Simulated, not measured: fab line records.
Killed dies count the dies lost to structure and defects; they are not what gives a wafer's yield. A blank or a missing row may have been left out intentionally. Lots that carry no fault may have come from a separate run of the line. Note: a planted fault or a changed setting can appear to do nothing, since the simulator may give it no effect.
Struck lot and sound lot, side by side | flow n5-finfet | 17 out of 1938 route steps
Sound: these wafers, L798.1, L798.2, L798.6. Wafers L804.3, L804.5, L804.6 were the ones struck. The cause comes at the end.
Per side, at each step with rows, come the tool, then ch with its chambers, and then its first start. Under that, the readings that differ: sound wafers | struck wafers | difference of the means | sigmas: that difference in standard deviations of wafers without a fault.
alike: a reading whose means differ by less than 2 such deviations, as well as words and numbers matching on both sides. not compared: withheld readings; readings where some wafer has no value; bounds like >300 that might hide an equal value; numbers whose values overlap and for which the record gives no deviation.
Wherever a step has rows on one side only, a row that says differs or no value, or a row with sigmas, the two part there. Non-overlapping numbers with no deviation appear without sigmas and do not part them. Lack of a reading on every wafer of one side parts them only where that side has two or more wafers.

first, 2 steps without rows for these wafers: N5_BEOL_M4_ANNEAL_82 (time 240 s); N5_BEOL_M4_SPUTTER_86 (material Cu, target thk 4.5 nm, time 8.29 s).
N5_BEOL_M4_ANNEAL_87: time 240 s.
  sound on pvd-sputter-03 at day 11 07:02; struck on pvd-sputter-03 at day 12 13:28
  alike: heater-power-w
then, 4 steps without rows for these wafers: N5_BEOL_M4_SPUTTER_88 (material Cu, target thk 4.5 nm, time 8.29 s); N5_BEOL_M4_ANNEAL_89 (time 240 s); N5_BEOL_M4_SPUTTER_90 (material Cu, target thk 4.5 nm, time 8.29 s); N5_BEOL_M4_ANNEAL_91 (time 240 s).
N5_BEOL_M4_SPUTTER_92: material Cu, target thk 4.5 nm, time 8.29 s.
  sound on pvd-sputter-03 at day 11 07:37; struck on pvd-sputter-03 at day 12 14:03
  alike: throttle-valve-pct
N5_BEOL_M4_ANNEAL_93: time 240 s.
  sound on pvd-sputter-03 at day 11 07:42; struck on pvd-sputter-03 at day 12 14:08
  alike: heater-power-w
then, 1 step without rows for these wafers: N5_BEOL_M4_SPUTTER_94 (material Cu, target thk 4.5 nm, time 8.29 s).
N5_BEOL_M4_ANNEAL_95: time 240 s.
  sound on pvd-sputter-03 at day 11 07:55; struck on pvd-sputter-03 at day 12 14:21
  alike: heater-power-w
then, 1 step without rows for these wafers: N5_BEOL_M4_SPUTTER_96 (material Cu, target thk 4.5 nm, time 8.29 s).
N5_BEOL_M4_ECD_50: material Cu, target thk 300 nm.
  sound on ecd-cu-01 ch 0,1, day 11 08:11; struck on ecd-cu-02 ch 0,1, day 12 14:38
N5_BEOL_M4_ANNEAL_51: time 90 s.
  sound on rtp-anneal-02 ch 0, day 11 08:19; struck on rtp-anneal-02 ch 0, day 12 14:47
  alike: wafer_temp_C_max
N5_BEOL_M4_CMP_52: polishes, stops on SiOC, t overpolish 6.8 s, target thk 40 nm.
  sound on cmp-04 ch 0,2, day 11 08:53; struck on cmp-04 ch 2,3, day 12 15:02
  reading                | sound    | struck | difference | sigmas
  time-to-endpoint-s (s) | 62 62 61 | 0 0 0  | -62        | -20
  alike: clearing-platen-down-force-psi, motor-current-A
N5_BEOL_M4_RC_MEAS_101:
  the record has rows for the sound wafers here (prober-01 ch 0, day 11 10:04) and none for the struck ones
-- here the record skips 4 days between the struck wafers' starts before and after, leaving off in module BEOL_M4 and picking up in module PASSIVATION (first step shown: number 1936 of the route) --
N5_PASSIVATION_PROBE_49:
  sound on prober-01 at day 16 05:04; struck on prober-02 at day 16 20:52
  reading                  | sound          | struck         | difference | sigmas
  defect-limited-yield (%) | 90.8 89.2 91.0 | 0 0 0          | -90        | -65
  killed_at_M4_up          | 19 17 15       | 1109 1083 1093 | +1078      | +99 or more
  killed-dies              | 108 127 106    | 1180 1180 1180 | +1066      | +63
  killed-on-rim            | 19 12 15       | 152 152 152    | +137       | +35
  sort_bin_5_function (%)  | 5.3 5.8 5.3    | 96.0 96.4 96.5 | +90.8      | +91
  sort-n-pass              | 1072 1053 1074 | 0 0 0          | -1066      | -63
  sort-yield-pct (%)       | 90.8 89.2 91.0 | 0 0 0          | -90        | -65
  alike: killed_at_M0_to_M3, killed-at-contacts, killed-at-front-end, killed-at-other, killed-open, killed-short, sort_bin_6_memory, sort_bin_8_speed

== WHERE THEY PART ==
Last at N5_PASSIVATION_PROBE_49 as far as this record goes, first at N5_BEOL_M4_CMP_52.

WHY: what had been put in by the simulator
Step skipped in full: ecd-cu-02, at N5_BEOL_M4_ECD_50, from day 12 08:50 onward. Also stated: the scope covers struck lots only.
